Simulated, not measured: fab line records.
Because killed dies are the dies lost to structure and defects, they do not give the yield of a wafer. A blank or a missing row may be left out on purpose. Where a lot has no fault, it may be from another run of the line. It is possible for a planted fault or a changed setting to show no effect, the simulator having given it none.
fab line records	flow nandHarc	part 1 of 2: steps 1 to 25 of 31
record lots=5	wafers=15	lastDay=33
route steps=1302 shown A_ONON_D1@444 A_CHANNEL_HOLE_D1@450
lots untouched by any fault: they come from a run of this same line in which no faults occurred
startH: the number of hours between the record's first day and the start of the first shown wafer of the lot	waitH: hours elapsed since this lot's preceding step	" unchanged from the row above	L1.1+2: several wafers, shown together as one row	- no value, or no start given	* or withheld: withheld	< > ~ a bound
route shown NAME@n: names a module that has steps shown in the file, with the first one's number in the route	usual: the fault-free wafers' mean and standard deviation	same: alike in all rows	chamber/n: place in a boat	sites: each site's reading	_std_site: their standard deviation	_edge_site: inner sites' mean taken away from outer sites' mean	radiusMm: for every site, how far away it sits from the centre of the wafer	mask NAME#n: copy n	behind: the last tool/chamber to shape the wafer	hold: the reason the lot was held/the length of the hold in hours/how it ended	device: whichever transistor did not switch (one of n, p or np)	end of line: the tests these same wafers got at the end of their route	a step without rows: its recipe alone	killed: count of dies lost to structure and defects at first sort (not the wafer's yield)	map: a wafer's dies, x killed, . not, _ none there
set.NAME: the setting that was run; set.NAME@STEP: the one run at that earlier step	model.NAME: the simulator's own value behind a step, which no gauge read
lots seen at some steps along the route; tables by step, rows by wafer
services: when a tool's chamber went out of use (startH, in hours from the record's first day, below 0 if earlier), for how many hours, and the reason
## steps
# step NHARC_A_ONON_D1_DEP_28
# recipe targetThkA=10000	n2FlowSccm=2750	n2oFlowSccm=2000	nh3FlowSccm=500	sih4FlowSccm=210	tempC=400
lot.wafer	tool	chamber	startH	waitH
L077.2+4+5	pecvdOnon-03	0	201.74	0.1
L086.1+4+6	pecvdOnon-03	0	289.25	0.1
L089.1+3+4	pecvdOnon-04	0	330.20	0.1
L093.2+3+5	pecvdOnon-03	0	367.73	0.1
L097.3+4+6	pecvdOnon-04	0	403.43	0.2
# step NHARC_A_ONON_D1_THK_MEAS_30
# recipe thkMeasGauge=ellipsometry
# usual thkNm=1004/7.5
lot.wafer	tool	chamber	startH	waitH	thkNm
L077.2	filmMetro-01	-	202.19	-	997
L077.4	"	-	"	"	997
L077.5	"	-	"	"	997
L086.1	filmMetro-02	-	289.76	-	1019
L086.4	"	-	"	"	1020
L086.6	"	-	"	"	1020
L089.1	filmMetro-01	-	330.71	-	1000
L089.3	"	-	"	"	1001
L089.4	"	-	"	"	1001
L093.2	filmMetro-02	-	368.18	-	1005
L093.3	"	-	"	"	1006
L093.5	"	-	"	"	1006
L097.3	filmMetro-01	-	403.82	-	1006
L097.4	"	-	"	"	1007
L097.6	"	-	"	"	1008
# step NHARC_A_ONON_D1_DEP_33
# recipe targetThkA=2000	tempC=400	pressureTorr=6.5	rfW=900	teosFlowSccm=161.4	flowSccm=2650	targetThkNm=200	gas=O2	material=SiO2
# usual heaterPowerW=538/130	throttleValvePct=16.0/0.61
lot.wafer	tool	chamber	startH	waitH	heaterPowerW	throttleValvePct
L077.2	pecvd-03	0	202.34	0.1	597	16.6
L077.4	"	1	"	"	314	16.4
L077.5	"	2	"	"	575	15.6
L086.1	pecvd-03	0	289.90	0.1	577	16.9
L086.4	"	1	"	"	387	16.7
L086.6	"	2	"	"	564	15.8
L089.1	pecvd-02	0	330.82	0.1	362	16.4
L089.3	"	1	"	"	524	16.7
L089.4	"	0	"	"	374	16.2
L093.3	pecvd-02	0	368.23	0.1	399	16.5
L093.2	"	1	"	"	597	16.6
L093.5	"	2	"	"	569	15.7
L097.3	pecvd-02	1	403.92	0.1	560	16.8
L097.4	"	1	"	"	569	16.7
L097.6	"	2	"	"	717	15.7
# step NHARC_A_ONON_D1_THK_MEAS_34
# recipe thkMeasGauge=ellipsometry
# usual thkNm=200.4/2.6
lot.wafer	tool	chamber	startH	waitH	thkNm
L077.2	filmMetro-01	-	202.66	-	196.0
L077.4	"	-	"	"	201.8
L077.5	"	-	"	"	199.0
L086.1	filmMetro-02	-	290.23	-	197.4
L086.4	"	-	"	"	205.3
L086.6	"	-	"	"	205.3
L089.1	filmMetro-01	-	331.18	-	197.7
L089.3	"	-	"	"	199.4
L089.4	"	-	"	"	203.1
L093.2	filmMetro-02	-	368.65	-	198.7
L093.3	"	-	"	"	201.7
L093.5	"	-	"	"	199.4
L097.3	filmMetro-02	-	404.32	-	198.5
L097.4	"	-	"	"	201.3
L097.6	"	-	"	"	201.2
# step NHARC_A_ONON_D1_INSPECT_32
# usual rawDefectCount=73/26
lot.wafer	tool	chamber	startH	waitH	rawDefectCount
L077.2	defectInspect-02	-	202.75	0.0	72
L077.4	"	-	"	"	39
L077.5	"	-	"	"	44
L086.1	defectInspect-02	-	290.31	0.0	63
L086.4	"	-	"	"	64
L086.6	"	-	"	"	51
L089.1	defectInspect-01	-	331.25	0.0	65
L089.3	"	-	"	"	65
L089.4	"	-	"	"	63
L093.2	defectInspect-02	-	368.75	0.0	55
L093.3	"	-	"	"	61
L093.5	"	-	"	"	41
L097.3	defectInspect-01	-	404.38	0.0	113
L097.4	"	-	"	"	102
L097.6	"	-	"	"	79
# step NHARC_A_CHANNEL_HOLE_D1_DEP_00
# recipe targetThkA=31000	tempC=400	material=aC
# usual throttleValvePct=35.001/0.0084
lot.wafer	tool	chamber	startH	waitH	throttleValvePct
L077.2	aclDep-02	0	208.31	5.6	35.002
L077.4	"	0	"	"	34.998
L077.5	"	0	"	"	34.983
L086.1	aclDep-02	0	292.07	1.8	35.013
L086.4	"	0	"	"	34.998
L086.6	"	0	"	"	34.999
L089.1	aclDep-03	0	334.07	2.8	34.998
L089.3	"	0	"	"	35.000
L089.4	"	0	"	"	34.999
L093.2	aclDep-01	0	369.13	0.4	34.993
L093.3	"	0	"	"	35.011
L093.5	"	0	"	"	34.998
L097.3	aclDep-02	0	405.09	0.7	34.999
L097.4	"	0	"	"	35.010
L097.6	"	0	"	"	34.993
# step NHARC_A_CHANNEL_HOLE_D1_DEP_01
# recipe targetThkA=1400	targetThkNm=140	tempC=400	pressureTorr=3.5	flowSccm=200	rfW=350	material=SiON
# usual heaterPowerW=730/82
lot.wafer	tool	chamber	startH	waitH	heaterPowerW
L077.2	pecvd-03	2	209.90	1.3	679
L077.4	"	1	"	"	596
L077.5	"	0	"	"	694
L086.1	pecvd-01	0	294.04	1.7	858
L086.4	"	2	"	"	873
L086.6	"	0	"	"	841
L089.1	pecvd-04	0	336.00	1.6	725
L089.3	"	1	"	"	677
L089.4	"	0	"	"	733
L093.2	pecvd-04	1	370.76	1.3	611
L093.3	"	2	"	"	772
L093.5	"	0	"	"	711
L097.3	pecvd-04	1	406.40	1.0	704
L097.6	"	1	"	"	726
L097.4	"	2	"	"	724
# step NHARC_A_CHANNEL_HOLE_D1_DEHYDRATE_02
# recipe tempC=150	timeS=120
lot.wafer	tool	chamber	startH	waitH
L077.2+4+5	lithoTrack-04	0	210.15	0.2
L086.1+4+6	lithoTrack-01	0	294.28	0.2
L089.1+3+4	lithoTrack-04	0	336.24	0.2
L093.2+3+5	lithoTrack-04	0	371.03	0.2
L097.3+4+6	lithoTrack-04	0	406.67	0.2
# step NHARC_A_CHANNEL_HOLE_D1_HMDS_03
# recipe timeS=30
lot.wafer	tool	chamber	startH	waitH
L077.2+4+5	lithoTrack-04	0	-	-
L086.1+4+6	lithoTrack-01	0	-	-
L089.1+3+4	lithoTrack-04	0	-	-
L093.2+3+5	lithoTrack-04	0	-	-
L097.3+4+6	lithoTrack-04	0	-	-
# step NHARC_A_CHANNEL_HOLE_D1_COAT_36
# recipe tempC=260	timeS=75
lot.wafer	tool	chamber	startH	waitH
L077.2+4+5	lithoTrack-04	0	-	-
L086.1+4+6	lithoTrack-01	0	-	-
L089.1+3+4	lithoTrack-04	0	-	-
L093.2+3+5	lithoTrack-04	0	-	-
L097.3+4+6	lithoTrack-04	0	-	-
# step NHARC_A_CHANNEL_HOLE_D1_COAT_37
# recipe tempC=225	timeS=65
lot.wafer	tool	chamber	startH	waitH
L077.2+4+5	lithoTrack-04	0	-	-
L086.1+4+6	lithoTrack-01	0	-	-
L089.1+3+4	lithoTrack-04	0	-	-
L093.2+3+5	lithoTrack-04	0	-	-
L097.3+4+6	lithoTrack-04	0	-	-
# step NHARC_A_CHANNEL_HOLE_D1_COAT_04
# recipe spinRpm=1500	resistThkNm=90
# usual dispensePressureKPa=54/4
lot.wafer	tool	chamber	startH	waitH	dispensePressureKPa
L077.2	lithoTrack-04	0	-	-	58
L077.4	"	0	"	"	58
L077.5	"	0	"	"	58
L086.1	lithoTrack-01	0	-	-	54
L086.4	"	0	"	"	53
L086.6	"	0	"	"	54
L089.1	lithoTrack-04	0	-	-	58
L089.3	"	0	"	"	58
L089.4	"	0	"	"	58
L093.2	lithoTrack-04	0	-	-	58
L093.3	"	0	"	"	58
L093.5	"	0	"	"	58
L097.3	lithoTrack-04	0	-	-	58
L097.4	"	0	"	"	58
L097.6	"	0	"	"	58
# step NHARC_A_CHANNEL_HOLE_D1_SOFTBAKE_05
# recipe tempC=105	timeS=55
lot.wafer	tool	chamber	startH	waitH
L077.2+4+5	lithoTrack-04	0	-	-
L086.1+4+6	lithoTrack-01	0	-	-
L089.1+3+4	lithoTrack-04	0	-	-
L093.2+3+5	lithoTrack-04	0	-	-
L097.3+4+6	lithoTrack-04	0	-	-
# step NHARC_A_CHANNEL_HOLE_D1_EBR_06
lot.wafer	tool	chamber	startH	waitH
L077.2+4+5	lithoTrack-04	0	-	-
L086.1+4+6	lithoTrack-01	0	-	-
L089.1+3+4	lithoTrack-04	0	-	-
L093.2+3+5	lithoTrack-04	0	-	-
L097.3+4+6	lithoTrack-04	0	-	-
# step NHARC_A_CHANNEL_HOLE_D1_EXPOSE_07
# recipe na=1.35	targetCdNm=100	sigmaOuter=0.3	doseMj=59.65	maskId=HOLE_D1
lot.wafer	tool	chamber	startH	waitH	mask
L077.2+4+5	arfiScanner-02	0	210.34	-	HOLE_D1#0
L086.1+4+6	arfiScanner-02	0	294.60	-	HOLE_D1#0
L089.1+3+4	arfiScanner-02	0	336.55	-	HOLE_D1#0
L093.2+3+5	arfiScanner-01	0	371.22	-	HOLE_D1#0
L097.3+4+6	arfiScanner-02	0	406.99	-	HOLE_D1#0
# step NHARC_A_CHANNEL_HOLE_D1_PEB_08
# recipe pebTempC=100	pebTimeS=65
lot.wafer	tool	chamber	startH	waitH
L077.2+4+5	lithoTrack-06	0	210.40	0.1
L086.1+4+6	lithoTrack-04	0	294.66	0.1
L089.1+3+4	lithoTrack-06	0	336.62	0.1
L093.2+3+5	lithoTrack-01	0	371.28	0.1
L097.3+4+6	lithoTrack-01	0	407.04	0.0
# step NHARC_A_CHANNEL_HOLE_D1_DEVELOP_09
# recipe developTimeS=35	devTempC=23
lot.wafer	tool	chamber	startH	waitH
L077.2+4+5	lithoTrack-06	0	-	-
L086.1+4+6	lithoTrack-04	0	-	-
L089.1+3+4	lithoTrack-06	0	-	-
L093.2+3+5	lithoTrack-01	0	-	-
L097.3+4+6	lithoTrack-01	0	-	-
# step NHARC_A_CHANNEL_HOLE_D1_CD_MEAS_10
# recipe targetCdNm=100	landingEnergyEv=500
# usual cdNm=99.9/0.4
lot.wafer	tool	chamber	startH	waitH	cdNm
L077.2	cdSem-01	0	210.48	-	100.2
L077.4	"	0	"	"	100.0
L077.5	"	0	"	"	99.8
L086.1	cdSem-03	0	294.74	-	99.9
L086.4	"	0	"	"	100.1
L086.6	"	0	"	"	100.0
L089.1	cdSem-03	0	336.69	-	100.1
L089.3	"	0	"	"	100.3
L089.4	"	0	"	"	100.4
L093.2	cdSem-03	0	371.36	-	99.6
L093.3	"	0	"	"	100.5
L093.5	"	0	"	"	99.4
L097.3	cdSem-01	0	407.13	-	99.6
L097.4	"	0	"	"	99.6
L097.6	"	0	"	"	99.3
# step NHARC_A_CHANNEL_HOLE_D1_OVL_MEAS_11
# usual overlayXNm=-0.1/0.79	overlayYNm=0.2/0.8
lot.wafer	tool	chamber	startH	waitH	overlayXNm	overlayYNm
L077.2	overlay-01	-	210.56	-	0.9	0.3
L077.4	"	-	"	"	0.7	0.2
L077.5	"	-	"	"	0.9	0.0
L086.1	overlay-01	-	294.82	-	-0.6	-0.6
L086.4	"	-	"	"	0.4	-0.5
L086.6	"	-	"	"	-0.7	0.2
L089.1	overlay-02	-	336.78	-	1.2	-0.6
L089.3	"	-	"	"	1.3	-0.9
L089.4	"	-	"	"	1.5	-0.6
L093.2	overlay-01	-	371.45	-	-1.0	0.5
L093.3	"	-	"	"	-1.2	0.6
L093.5	"	-	"	"	0.0	0.0
L097.3	overlay-02	-	407.21	-	-1.3	0.3
L097.4	"	-	"	"	-0.6	0.7
L097.6	"	-	"	"	-1.5	0.9
# step NHARC_A_CHANNEL_HOLE_D1_INSPECT_12
# usual rawDefectCount=5.6/2.8
lot.wafer	tool	chamber	startH	waitH	rawDefectCount
L077.2	defectInspect-02	-	210.60	0.0	11
L077.4	"	-	"	"	6
L077.5	"	-	"	"	1
L086.1	defectInspect-01	-	294.86	0.0	3
L086.4	"	-	"	"	4
L086.6	"	-	"	"	7
L089.1	defectInspect-02	-	336.82	0.0	5
L089.3	"	-	"	"	5
L089.4	"	-	"	"	8
L093.2	defectInspect-02	-	371.48	0.0	4
L093.3	"	-	"	"	10
L093.5	"	-	"	"	6
L097.3	defectInspect-01	-	407.25	0.0	10
L097.4	"	-	"	"	8
L097.6	"	-	"	"	4
# step NHARC_A_CHANNEL_HOLE_D1_DESCUM_15
# recipe timeS=3	o2FlowSccm=200	arFlowSccm=0	biasPowerW=0	chemistry=O2
# usual drypumpMotorCurrentA=5.9/0.33	oesProductAu=1.001/0.0084	rfVppV=57.7/0.93	showerheadPlenumPTorr=1.89/0.081	throttleValvePct=11.312/0.0088
# same biasPowerW=0
lot.wafer	tool	chamber	startH	waitH	drypumpMotorCurrentA	oesProductAu	rfHoursCounterH	rfVppV	showerheadPlenumPTorr	throttleValvePct
L077.4	rieDiel-10	0	210.67	0.1	5.7	1.009	42	57.2	1.85	11.317
L077.2	"	2	"	"	5.1	1.000	41	58.2	1.89	11.312
L077.5	"	0	"	"	5.7	1.003	-	58.2	1.85	11.304
L086.4	rieDiel-10	3	294.94	0.1	5.5	0.996	13	56.3	1.82	11.321
L086.1	"	1	"	"	5.6	0.989	12	57.5	1.93	11.307
L086.6	"	3	"	"	5.5	1.008	-	56.5	1.82	11.303
L089.3	rieDiel-07	0	336.88	0.1	5.5	0.997	2	55.8	1.82	11.305
L089.4	"	2	"	"	6.3	0.995	4	58.2	1.92	11.318
L089.1	"	3	"	"	6.1	1.010	3	56.0	1.84	11.320
L093.3	rieDiel-07	3	371.55	0.1	6.1	1.013	6	57.8	1.84	11.299
L093.2	"	0	"	"	5.5	0.996	5	58.1	1.82	11.319
L093.5	"	3	"	"	6.1	1.009	-	57.2	1.84	11.308
L097.3	rieDiel-07	1	407.31	0.1	6.1	0.992	10	58.5	2.02	11.309
L097.4	"	2	"	"	6.3	1.007	10	56.0	1.92	11.317
L097.6	"	1	"	"	6.1	0.992	-	57.5	2.02	11.315
# step NHARC_A_CHANNEL_HOLE_D1_ETCH_38
# recipe targetDepthA=390	overEtchFrac=0.3	timeS=65	ionEnergyEv=80	cf4FlowSccm=150	arFlowSccm=0	rfW=300	biasW=100	chemistry=CF4
# usual cf4FlowSccm=150.1/0.43	drypumpMotorCurrentA=5.9/0.33	oesProductAu=1.002/0.008	rfVppV=151.0/1.2	showerheadPlenumPTorr=1.75/0.069	throttleValvePct=13.283/0.0093
lot.wafer	tool	chamber	startH	waitH	cf4FlowSccm	drypumpMotorCurrentA	oesProductAu	rfHoursCounterH	rfVppV	showerheadPlenumPTorr	throttleValvePct
L077.2	rieDiel-10	3	210.75	0.1	150.5	5.6	0.999	39	149.5	1.69	13.272
L077.4	"	2	"	"	149.9	5.1	0.994	41	152.3	1.74	13.291
L077.5	"	0	"	"	149.8	5.7	0.999	-	150.1	1.72	13.289
L086.4	rieDiel-10	3	295.04	0.1	149.6	5.5	1.004	13	150.3	1.69	13.307
L086.1	"	0	"	"	149.8	5.7	0.992	13	151.4	1.71	13.278
L086.6	"	3	"	"	150.1	5.6	0.999	-	151.0	1.69	13.275
L089.3	rieDiel-07	1	336.96	0.1	150.6	6.1	1.004	4	152.2	1.87	13.278
L089.1	"	3	"	"	149.7	6.1	0.997	3	151.0	1.70	13.278
L089.4	"	0	"	"	150.7	5.5	0.992	2	148.4	1.69	13.291
L093.3	rieDiel-07	1	371.65	0.1	149.8	6.0	1.006	7	152.8	1.86	13.284
L093.2	"	3	"	"	150.8	6.1	1.016	6	149.7	1.70	13.274
L093.5	"	3	"	"	149.9	6.1	1.019	-	150.9	1.70	13.288
L097.4	rieDiel-07	3	407.39	0.1	150.4	6.1	1.005	9	150.9	1.70	13.279
L097.3	"	1	"	"	149.8	6.1	0.992	10	152.0	1.86	13.279
L097.6	"	0	"	"	150.7	5.5	0.997	-	150.4	1.68	13.294
# step NHARC_A_CHANNEL_HOLE_D1_ETCH_39
# recipe targetDepthA=2600	overEtchFrac=0.3	timeS=325	ionEnergyEv=200	n2FlowSccm=150	h2FlowSccm=150	arFlowSccm=0	rfW=400	biasW=150	chemistry=N2/H2
# usual drypumpMotorCurrentA=5.9/0.33	oesProductAu=1.004/0.0081	rfVppV=429.9/2.4	showerheadPlenumPTorr=2.02/0.085	throttleValvePct=14.171/0.0099
lot.wafer	tool	chamber	startH	waitH	drypumpMotorCurrentA	oesProductAu	rfHoursCounterH	rfVppV	showerheadPlenumPTorr	throttleValvePct
L077.2	rieDiel-10	3	-	-	5.5	1.003	39	428.3	1.94	14.185
L077.4	"	1	"	"	5.6	0.993	39	431.0	2.07	14.178
L077.5	"	0	"	"	5.7	1.010	-	428.0	1.97	14.180
L086.1	rieDiel-10	0	-	-	5.7	1.020	13	429.0	1.96	14.169
L086.4	"	1	"	"	5.6	0.997	12	432.2	2.06	14.167
L086.6	"	0	"	"	5.7	1.007	-	426.9	1.96	14.181
L089.3	rieDiel-07	2	-	-	6.3	1.011	4	429.6	2.04	14.157
L089.1	"	3	"	"	6.1	1.009	3	428.4	1.96	14.167
L089.4	"	0	"	"	5.5	0.996	2	428.0	1.93	14.168
L093.2	rieDiel-07	3	-	-	6.1	1.012	6	427.9	1.96	14.172
L093.3	"	0	"	"	5.5	1.002	5	426.4	1.93	14.192
L093.5	"	1	"	"	6.1	0.997	-	431.7	2.16	14.181
L097.4	rieDiel-07	2	-	-	6.3	1.003	10	430.7	2.04	14.168
L097.3	"	3	"	"	6.1	1.017	9	428.4	1.96	14.187
L097.6	"	3	"	"	6.1	1.011	-	428.0	1.96	14.162
# step NHARC_A_CHANNEL_HOLE_D1_ETCH_34
# recipe targetDepthA=1540	timeS=77	cf4FlowSccm=100	chf3FlowSccm=30	arFlowSccm=0	rfW=500	biasW=200	chemistry=CF4/CHF3
# usual cf4FlowSccm=99.96/0.29	drypumpMotorCurrentA=5.9/0.32	oesProductAu=0.942/0.022	rfVppV=370.1/2.2	showerheadPlenumPTorr=1.56/0.062	throttleValvePct=16.802/0.0092
lot.wafer	tool	chamber	startH	waitH	cf4FlowSccm	drypumpMotorCurrentA	oesProductAu	rfHoursCounterH	rfVppV	showerheadPlenumPTorr	throttleValvePct
L077.4	rieDiel-10	3	-	-	100.01	5.5	0.925	39	367.7	1.51	16.808
L077.2	"	0	"	"	100.55	5.7	0.922	42	369.5	1.53	16.795
L077.5	"	2	"	"	99.84	5.1	0.928	-	370.3	1.55	16.805
L086.1	rieDiel-10	3	-	-	99.52	5.6	0.956	13	368.8	1.50	16.812
L086.4	"	1	"	"	99.73	5.7	0.949	12	372.8	1.59	16.794
L086.6	"	0	"	"	99.78	5.7	0.961	-	368.3	1.52	16.794
L089.3	rieDiel-07	0	-	-	100.71	5.6	0.956	2	366.0	1.50	16.781
L089.1	"	1	"	"	99.96	6.1	0.959	4	373.2	1.66	16.804
L089.4	"	2	"	"	99.23	6.3	0.980	4	370.1	1.58	16.813
L093.3	rieDiel-07	0	-	-	100.29	5.5	0.976	5	368.9	1.50	16.802
L093.2	"	3	"	"	100.24	6.1	0.973	7	369.1	1.51	16.794
L093.5	"	1	"	"	100.18	6.0	0.963	-	373.5	1.66	16.793
L097.3	rieDiel-07	2	-	-	100.09	6.3	0.931	10	370.6	1.57	16.795
L097.4	"	0	"	"	100.31	5.5	0.928	8	369.0	1.50	16.819
L097.6	"	2	"	"	100.18	6.3	0.929	-	371.5	1.57	16.815
# step NHARC_A_CHANNEL_HOLE_D1_ETCH_16
# recipe targetDepthA=31000	overEtchFrac=0.3	timeS=806	ionEnergyEv=150	o2FlowSccm=400	cosFlowSccm=20	arFlowSccm=0	rfW=500	biasW=300	chemistry=O2/COS
# usual drypumpMotorCurrentA=5.9/0.32	oesProductAu=1.002/0.0087	rfVppV=313.7/1.8	showerheadPlenumPTorr=3.09/0.12	throttleValvePct=28.331/0.0082
lot.wafer	tool	chamber	startH	waitH	drypumpMotorCurrentA	oesProductAu	rfHoursCounterH	rfVppV	showerheadPlenumPTorr	throttleValvePct
L077.2	rieDiel-10	2	-	-	5.2	0.987	41	313.6	3.08	28.326
L077.4	"	3	"	"	5.5	0.999	39	312.0	2.99	28.337
L077.5	"	2	"	"	5.2	0.996	-	312.7	3.08	28.323
L086.4	rieDiel-10	0	-	-	5.7	0.999	13	313.1	3.01	28.347
L086.1	"	1	"	"	5.7	1.006	12	314.1	3.15	28.339
L086.6	"	1	"	"	5.6	1.003	-	313.2	3.15	28.320
L089.3	rieDiel-07	1	-	-	6.1	1.013	4	315.5	3.30	28.331
L089.4	"	2	"	"	6.3	0.995	4	314.9	3.13	28.336
L089.1	"	3	"	"	6.1	1.013	3	312.8	3.01	28.329
L093.3	rieDiel-07	1	-	-	6.1	1.002	8	316.7	3.29	28.339
L093.2	"	3	"	"	6.1	1.013	7	312.7	3.00	28.320
L093.5	"	1	"	"	6.1	1.000	-	316.1	3.29	28.336
L097.3	rieDiel-07	0	-	-	5.6	0.997	8	312.6	2.97	28.332
L097.4	"	1	"	"	6.1	0.999	11	315.4	3.29	28.325
L097.6	"	1	"	"	6.1	1.001	-	316.2	3.29	28.319
